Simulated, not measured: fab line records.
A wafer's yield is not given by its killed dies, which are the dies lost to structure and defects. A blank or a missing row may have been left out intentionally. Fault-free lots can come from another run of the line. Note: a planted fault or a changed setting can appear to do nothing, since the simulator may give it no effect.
The tool behind it: which one?    flow n5Finfet    24 lots with 72 wafers sampled at 6 steps, on a route of 1938 steps

## WHAT THE GAUGES READ, wafer by wafer
The record holds no reading of a measuring or inspecting step that can be judged against a usual standard deviation.

## WHICH TOOL RAN EACH LOT (tool, then ch and the chambers of the sampled wafers, then the start)
lot   N5_BEOL_M4_ETCH_69                 N5_BEOL_M4_ETCHBACK_99             N5_BEOL_M4_DEGAS_44          N5_BEOL_M4_SPUTTER_79        N5_BEOL_M5_ETCH_41                            N5_BEOL_M5_PRE_CLEAN_45
L075  rieDiel-05 ch 2,3, day 8 23:17     rieDiel-05 ch 2,3, day 9 05:08     pvdSputter-03, day 9 06:31   pvdSputter-01, day 9 07:49   rieDiel-03 ch 0,2,3, day 9 16:24 or earlier   pvdSputter-02, day 9 16:24
L074  rieDiel-05 ch 0,1, day 9 01:38     rieDiel-04 ch 0,3, day 9 06:30     pvdSputter-03, day 9 07:17   pvdSputter-02, day 9 08:14   rieDiel-06 ch 1,2, day 9 17:21 or earlier     pvdSputter-01, day 9 17:21
L078  rieDiel-04 ch 0,2, day 9 02:57     rieDiel-04 ch 1,3, day 9 09:52     pvdSputter-02, day 9 10:29   pvdSputter-01, day 9 13:03   rieDiel-03 ch 1,2, day 9 22:52 or earlier     pvdSputter-01, day 9 22:52
L077  rieDiel-04 ch 0,1, day 9 03:11     rieDiel-02 ch 2,3, day 9 16:41     pvdSputter-01, day 9 17:31   pvdSputter-02, day 9 18:25   rieDiel-01 ch 1,2,3, day 10 04:59 or earlier  pvdSputter-02, day 10 04:59
L076  rieDiel-05 ch 1,2, day 9 03:16     rieDiel-04 ch 0,1,3, day 9 21:50   pvdSputter-03, day 9 22:37   pvdSputter-03, day 9 23:33   rieDiel-06 ch 0,1,3, day 10 10:56 or earlier  pvdSputter-01, day 10 10:56
L079  rieDiel-02 ch 1,2,3, day 9 07:16   rieDiel-02 ch 2,3, day 10 02:35    pvdSputter-01, day 10 03:25  pvdSputter-01, day 10 04:15  rieDiel-06 ch 0,2, day 10 13:04 or earlier    pvdSputter-01, day 10 13:04
L080  rieDiel-04 ch 1,3, day 9 23:49     rieDiel-02 ch 1,2,3, day 10 05:43  pvdSputter-03, day 10 06:51  pvdSputter-03, day 10 07:49  rieDiel-06 ch 0,2,3, day 10 16:17 or earlier  pvdSputter-02, day 10 16:17
L081  rieDiel-05 ch 0,1,3, day 10 00:02  rieDiel-04 ch 1,2,3, day 10 15:50  pvdSputter-02, day 10 16:53  pvdSputter-03, day 10 18:05  rieDiel-06 ch 0,1,3, day 11 03:29 or earlier  pvdSputter-02, day 11 03:29
L082  rieDiel-04 ch 0,1,2, day 10 03:28  rieDiel-05 ch 0,1,2, day 10 15:53  pvdSputter-03, day 10 17:04  pvdSputter-01, day 10 19:49  rieDiel-01 ch 0,3, day 11 08:43 or earlier    pvdSputter-03, day 11 08:43
L083  rieDiel-04 ch 1,2,3, day 10 14:43  rieDiel-02 ch 0,1,3, day 11 02:54  pvdSputter-02, day 11 03:52  pvdSputter-01, day 11 06:29  rieDiel-03 ch 0,1,2, day 11 17:49 or earlier  pvdSputter-01, day 11 17:49
L084  rieDiel-05 ch 0,2, day 11 04:29    rieDiel-02 ch 2,3, day 11 13:02    pvdSputter-02, day 11 13:49  pvdSputter-03, day 11 14:35  rieDiel-06 ch 0,2, day 12 01:22 or earlier    pvdSputter-01, day 12 01:22
L085  rieDiel-04 ch 1,2, day 11 05:07    rieDiel-04 ch 0,1,3, day 11 08:33  pvdSputter-01, day 11 09:26  pvdSputter-01, day 11 11:50  rieDiel-01 ch 0,1, day 11 20:55 or earlier    pvdSputter-02, day 11 20:55
L086  rieDiel-02 ch 0,3, day 11 05:10    rieDiel-04 ch 2,3, day 11 13:07    pvdSputter-02, day 11 13:59  pvdSputter-02, day 11 14:51  rieDiel-03 ch 2,3, day 12 00:44 or earlier    pvdSputter-01, day 12 00:44
L087  rieDiel-05 ch 0,2,3, day 11 05:22  rieDiel-02 ch 0,2,3, day 12 01:15  pvdSputter-02, day 12 02:19  pvdSputter-02, day 12 05:08  rieDiel-01 ch 0,1, day 12 15:40 or earlier    pvdSputter-02, day 12 15:40
L088  rieDiel-04 ch 1,2,3, day 11 18:59  rieDiel-02 ch 0,2,3, day 12 09:40  pvdSputter-03, day 12 11:13  pvdSputter-02, day 12 12:55  rieDiel-06 ch 0,1,3, day 12 23:17 or earlier  pvdSputter-02, day 12 23:17
L089  rieDiel-04 ch 0,1,3, day 11 21:59  rieDiel-04 ch 0,1,3, day 12 15:04  pvdSputter-02, day 12 15:52  pvdSputter-02, day 12 16:50  rieDiel-01 ch 1,2, day 13 05:20 or earlier    pvdSputter-03, day 13 05:20
L090  rieDiel-04 ch 0,2,3, day 12 02:49  rieDiel-04 ch 0,1,2, day 12 22:53  pvdSputter-02, day 12 23:29  pvdSputter-02, day 13 00:22  rieDiel-01 ch 1,2,3, day 13 09:13 or earlier  pvdSputter-03, day 13 09:13
L091  rieDiel-04 ch 1,2,3, day 12 13:17  rieDiel-02 ch 0,1,2, day 12 23:23  pvdSputter-01, day 13 00:01  pvdSputter-02, day 13 02:30  rieDiel-01 ch 0,1,2, day 13 12:09 or earlier  pvdSputter-02, day 13 12:09
L093  rieDiel-04 ch 0,1,2, day 13 01:03  rieDiel-05 ch 1,2,3, day 13 04:12  pvdSputter-01, day 13 05:07  pvdSputter-01, day 13 06:01  rieDiel-01 ch 0,1,3, day 13 17:08 or earlier  pvdSputter-02, day 13 17:08
L092  rieDiel-04 ch 1,2, day 13 01:40    rieDiel-04 ch 0,1,2, day 13 07:32  pvdSputter-03, day 13 08:23  pvdSputter-01, day 13 09:23  rieDiel-01 ch 0,2, day 13 18:56 or earlier    pvdSputter-01, day 13 18:56
L094  rieDiel-05 ch 0,1, day 13 10:20    rieDiel-02 ch 2,3, day 13 23:43    pvdSputter-02, day 14 01:11  pvdSputter-01, day 14 02:13  rieDiel-06 ch 1,2, day 14 13:10 or earlier    pvdSputter-01, day 14 13:10
L096  rieDiel-02 ch 1,2, day 14 00:29    rieDiel-02 ch 1,2, day 14 01:47    pvdSputter-02, day 14 02:41  pvdSputter-01, day 14 04:04  rieDiel-06 ch 1,2,3, day 14 13:23 or earlier  pvdSputter-03, day 14 13:23
L095  rieDiel-05 ch 1,3, day 14 03:47    rieDiel-04 ch 1,2, day 14 09:43    pvdSputter-03, day 14 10:41  pvdSputter-03, day 14 11:31  rieDiel-01 ch 0,1, day 14 22:47 or earlier    pvdSputter-03, day 14 22:47
L097  rieDiel-04 ch 0,1,3, day 14 07:54  rieDiel-04 ch 0,3, day 14 10:53    pvdSputter-02, day 14 12:20  pvdSputter-02, day 14 13:13  rieDiel-06 ch 2,3, day 14 23:13 or earlier    pvdSputter-03, day 14 23:13
- N5_BEOL_M4_ETCH_69: etches SiARC in CF4, target depth 15.6 nm, time 26 s.
- N5_BEOL_M4_ETCHBACK_99: etches SiO2 in CHF3, target depth 5 nm, time 10.4 s.
- N5_BEOL_M4_DEGAS_44: time 60 s.
- N5_BEOL_M4_SPUTTER_79: material Cu, target thk 4.5 nm, time 8.29 s.
- N5_BEOL_M5_ETCH_41: etches SiCN in CH3F/O2, target depth 31.5 nm, time 56.7 s.
- N5_BEOL_M5_PRE_CLEAN_45: time 30 s.

## WHAT THE TOOLS THEMSELVES READ (means of the sampled wafers that have a number; where no wafer has one, the mark that the record gives instead)
N5_BEOL_M4_ETCH_69.
lot   tool        cf4FlowSccm (sccm)  drypumpMotorCurrentA (A)  etchRfOnTimeS (s)  oesProductAu (a.u.)  rfVppV (V)  showerheadPlenumPTorr (Torr)  throttleValvePct (%)
L075  rieDiel-05  99.9                5.9                       26.3               0.63                 184.7       2.16                          15.66
L074  rieDiel-05  99.7                6.2                       27.5               0.57                 182.5       2.06                          15.92
L078  rieDiel-04  100.0               5.7                       26.4               0.65                 183.0       2.07                          15.39
L077  rieDiel-04  99.5                5.5                       26.7               0.64                 184.3       2.13                          15.57
L076  rieDiel-05  99.8                5.8                       26.4               0.60                 184.0       2.14                          15.63
L079  rieDiel-02  100.0               5.7                       26.1               0.63                 184.7       2.19                          15.70
L080  rieDiel-04  100.1               5.4                       27.4               0.58                 184.5       2.21                          16.07
L081  rieDiel-05  100.1               6.1                       26.9               0.59                 182.6       2.09                          15.89
L082  rieDiel-04  99.5                5.6                       26.7               0.62                 184.8       2.11                          15.65
L083  rieDiel-04  99.9                5.7                       26.6               0.60                 184.1       2.15                          15.89
L084  rieDiel-05  99.9                5.6                       26.5               0.59                 185.5       2.17                          15.71
L085  rieDiel-04  99.5                5.8                       26.9               0.61                 183.3       2.09                          15.71
L086  rieDiel-02  100.0               5.2                       25.3               0.67                 184.3       2.17                          15.56
L087  rieDiel-05  99.9                5.7                       26.7               0.60                 183.8       2.15                          15.79
L088  rieDiel-04  99.8                5.7                       26.6               0.59                 184.4       2.14                          15.91
L089  rieDiel-04  100.3               5.5                       26.8               0.60                 184.3       2.16                          15.86
L090  rieDiel-04  99.7                5.8                       26.5               0.61                 183.1       2.10                          15.67
L091  rieDiel-04  99.7                5.7                       26.9               0.59                 183.4       2.14                          15.92
L093  rieDiel-04  99.8                5.6                       26.7               0.61                 183.0       2.10                          15.69
L092  rieDiel-04  99.9                5.8                       26.4               0.60                 183.0       2.09                          15.76
L094  rieDiel-05  99.9                5.9                       27.0               0.64                 184.3       2.16                          15.87
L096  rieDiel-02  99.8                6.0                       26.9               0.60                 185.2       2.20                          15.80
L095  rieDiel-05  99.7                6.4                       25.8               0.72                 184.8       2.22                          15.59
L097  rieDiel-04  99.8                5.6                       26.6               0.74                 185.2       2.15                          15.59

N5_BEOL_M4_ETCHBACK_99.
lot   tool        drypumpMotorCurrentA (A)  oesProductAu (a.u.)  rfVppV (V)  showerheadPlenumPTorr (Torr)  throttleValvePct (%)
L075  rieDiel-05  5.7                       0.72                 242         2.19                          16.98
L074  rieDiel-04  5.6                       0.76                 236         2.13                          16.97
L078  rieDiel-04  5.4                       0.69                 242         2.23                          17.52
L077  rieDiel-02  5.9                       0.79                 248         2.22                          17.03
L076  rieDiel-04  5.5                       0.72                 240         2.18                          17.25
L079  rieDiel-02  5.9                       0.79                 247         2.22                          17.04
L080  rieDiel-02  5.7                       0.74                 245         2.20                          17.11
L081  rieDiel-04  5.7                       0.70                 241         2.16                          17.36
L082  rieDiel-05  5.9                       0.68                 244         2.12                          17.26
L083  rieDiel-02  5.5                       0.78                 243         2.20                          17.01
L084  rieDiel-02  5.9                       0.77                 247         2.21                          17.06
L085  rieDiel-04  5.6                       0.71                 239         2.17                          17.27
L086  rieDiel-04  5.8                       0.69                 240         2.16                          17.36
L087  rieDiel-02  5.7                       0.81                 247         2.22                          16.95
L088  rieDiel-02  5.7                       0.81                 247         2.22                          16.95
L089  rieDiel-04  5.5                       0.70                 239         2.17                          17.29
L090  rieDiel-04  5.6                       0.71                 237         2.11                          17.15
L091  rieDiel-02  6.0                       0.79                 244         2.25                          17.02
L093  rieDiel-05  6.1                       0.78                 243         2.21                          17.07
L092  rieDiel-04  5.6                       0.71                 238         2.11                          17.16
L094  rieDiel-02  5.9                       0.86                 247         2.21                          16.93
L096  rieDiel-02  6.2                       0.74                 245         2.24                          17.16
L095  rieDiel-04  5.6                       0.86                 241         2.16                          17.18
L097  rieDiel-04  5.7                       0.80                 235         2.11                          16.92

N5_BEOL_M4_DEGAS_44.
lot   tool           heaterPowerW (W)
L075  pvdSputter-03  338
L074  pvdSputter-03  373
L078  pvdSputter-02  338
L077  pvdSputter-01  339
L076  pvdSputter-03  344
L079  pvdSputter-01  340
L080  pvdSputter-03  328
L081  pvdSputter-02  338
L082  pvdSputter-03  298
L083  pvdSputter-02  346
L084  pvdSputter-02  350
L085  pvdSputter-01  342
L086  pvdSputter-02  326
L087  pvdSputter-02  371
L088  pvdSputter-03  330
L089  pvdSputter-02  355
L090  pvdSputter-02  341
L091  pvdSputter-01  330
L093  pvdSputter-01  337
L092  pvdSputter-03  348
L094  pvdSputter-02  370
L096  pvdSputter-02  371
L095  pvdSputter-03  340
L097  pvdSputter-02  390

N5_BEOL_M4_SPUTTER_79.
lot   tool           throttleValvePct (%)
L075  pvdSputter-01  29.3
L074  pvdSputter-02  29.9
L078  pvdSputter-01  29.1
L077  pvdSputter-02  31.3
L076  pvdSputter-03  29.9
L079  pvdSputter-01  29.5
L080  pvdSputter-03  30.8
L081  pvdSputter-03  31.4
L082  pvdSputter-01  28.7
L083  pvdSputter-01  30.3
L084  pvdSputter-03  31.1
L085  pvdSputter-01  30.3
L086  pvdSputter-02  30.6
L087  pvdSputter-02  29.9
L088  pvdSputter-02  29.9
L089  pvdSputter-02  30.5
L090  pvdSputter-02  31.2
L091  pvdSputter-02  30.8
L093  pvdSputter-01  29.6
L092  pvdSputter-01  29.4
L094  pvdSputter-01  29.8
L096  pvdSputter-01  30.3
L095  pvdSputter-03  30.7
L097  pvdSputter-02  30.4

N5_BEOL_M5_ETCH_41.
lot   tool        drypumpMotorCurrentA (A)  oesProductAu (a.u.)  rfVppV (V)  showerheadPlenumPTorr (Torr)  throttleValvePct (%)
L075  rieDiel-03  5.1                       0.82                 297.8       1.99                          16.26
L074  rieDiel-06  5.7                       0.80                 297.9       2.08                          16.41
L078  rieDiel-03  5.0                       0.81                 296.3       1.96                          16.43
L077  rieDiel-01  6.0                       0.78                 297.1       1.98                          16.29
L076  rieDiel-06  5.9                       0.84                 297.9       2.03                          16.14
L079  rieDiel-06  6.4                       0.84                 298.6       2.05                          15.94
L080  rieDiel-06  6.2                       0.78                 297.7       2.04                          16.13
L081  rieDiel-06  5.9                       0.84                 298.0       2.03                          16.14
L082  rieDiel-01  6.1                       0.74                 297.6       1.97                          16.34
L083  rieDiel-03  5.2                       0.81                 297.6       1.99                          16.34
L084  rieDiel-06  6.2                       0.77                 298.8       2.07                          16.19
L085  rieDiel-01  5.9                       0.70                 296.4       1.93                          16.55
L086  rieDiel-03  5.0                       0.77                 297.5       1.99                          16.34
L087  rieDiel-01  6.0                       0.69                 296.7       1.96                          16.55
L088  rieDiel-06  5.9                       0.82                 298.0       2.02                          16.16
L089  rieDiel-01  5.8                       0.73                 297.2       2.03                          16.48
L090  rieDiel-01  6.0                       0.75                 296.0       1.97                          16.33
L091  rieDiel-01  5.9                       0.71                 296.7       1.99                          16.52
L093  rieDiel-01  6.0                       0.73                 296.1       1.94                          16.38
L092  rieDiel-01  5.9                       0.73                 298.4       2.05                          16.49
L094  rieDiel-06  5.5                       0.81                 298.9       2.06                          16.49
L096  rieDiel-06  5.7                       0.76                 298.6       2.04                          16.42
L095  rieDiel-01  5.9                       0.68                 296.0       1.92                          16.59
L097  rieDiel-06  6.0                       0.70                 298.0       2.05                          16.40

N5_BEOL_M5_PRE_CLEAN_45.
lot   tool           heaterPowerW (W)
L075  pvdSputter-02  337
L074  pvdSputter-01  330
L078  pvdSputter-01  353
L077  pvdSputter-02  348
L076  pvdSputter-01  319
L079  pvdSputter-01  332
L080  pvdSputter-02  355
L081  pvdSputter-02  354
L082  pvdSputter-03  326
L083  pvdSputter-01  336
L084  pvdSputter-01  322
L085  pvdSputter-02  352
L086  pvdSputter-01  334
L087  pvdSputter-02  339
L088  pvdSputter-02  356
L089  pvdSputter-03  334
L090  pvdSputter-03  329
L091  pvdSputter-02  338
L093  pvdSputter-02  356
L092  pvdSputter-01  351
L094  pvdSputter-01  333
L096  pvdSputter-03  329
L095  pvdSputter-03  346
L097  pvdSputter-03  355

## THE ANSWER, worked out from the rows above alone
Rule: what is usual is taken from the lots themselves. The widest of any qualifying gaps counts: lots, ordered by their means at a reading, are off when they make up no more than a third of the lots, leave a main group of 4 or more, and stand apart from it by 3 or more times the standard deviation of that group's means. The tables above print the reading to a certain number of digits; a main group whose means all agree to those digits is not used. Also off: a lot with no number at a reading for which 4 or more lots have one. All remaining lots with rows at the step are treated as sound. First the gauges in route order, then the tools' own readings, where a lot's mean is used as printed above. The first step at which some lot is off is used, and at that step the reading that is off furthest; a lot without a number counts as furthest.
Nothing can be told from this: no lot is off at any reading shown.

## WHAT THE SIMULATOR HAD INSERTED
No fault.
